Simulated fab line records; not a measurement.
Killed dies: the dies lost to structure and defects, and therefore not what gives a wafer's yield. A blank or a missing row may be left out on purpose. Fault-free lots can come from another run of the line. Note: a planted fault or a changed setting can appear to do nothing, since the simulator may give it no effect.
Which tool is to blame? ; flow n5 finfet ; 12 lots, 36 wafers sampled, at 1 step of a route of 1938

## WHAT THE GAUGES READ, wafer by wafer
N5_MOL_CONTACT_COAG_CD_MEAS_08 targets a cd of 28 nm.
lot;measured;on;cd nm (nm)
L075;day 5 01:30;cd sem-02;28.02 27.74 27.76
L077;day 5 11:01;cd sem-03;27.27 27.82 28.03
L079;day 5 22:04;cd sem-01;27.84 28.10 27.94
L081;day 6 12:05;cd sem-03;27.85 27.87 27.76
L083;day 7 06:13;cd sem-02;28.12 27.69 27.82
L085;day 7 16:23;cd sem-01;28.09 27.85 27.89
L087;day 7 23:26;cd sem-03;27.97 27.91 27.99
L089;day 8 15:39;cd sem-03;28.37 27.70 28.04
L091;day 9 01:14;cd sem-01;27.83 28.50 28.16
L093;day 9 14:38;cd sem-01;28.03 28.40 28.59
L095;day 9 22:34;cd sem-02;28.23 28.07 28.12
L097;day 10 09:59;cd sem-02;27.95 27.65 27.78

## WHICH TOOL RAN EACH LOT (tool, then ch and the chambers of the sampled wafers, then the start)
No process step before these readings appears in the record.

## THE ANSWER, worked out from the rows above alone
Rule: what is usual is taken from the lots themselves. The widest of any qualifying gaps counts: lots, ordered by their means at a reading, are off when they make up no more than a third of the lots, leave a main group of 4 or more, and stand apart from it by 3 or more times the standard deviation of that group's means. A main group is skipped when, at the precision printed for the reading in the tables above, its means are all equal. A lot without any number at a reading at which 4 lots or more have one is off too. The other lots that the step has rows for count as sound.
None of the lots is off at any reading shown; this tells nothing.

## WHAT THE SIMULATOR HAD PUT IN
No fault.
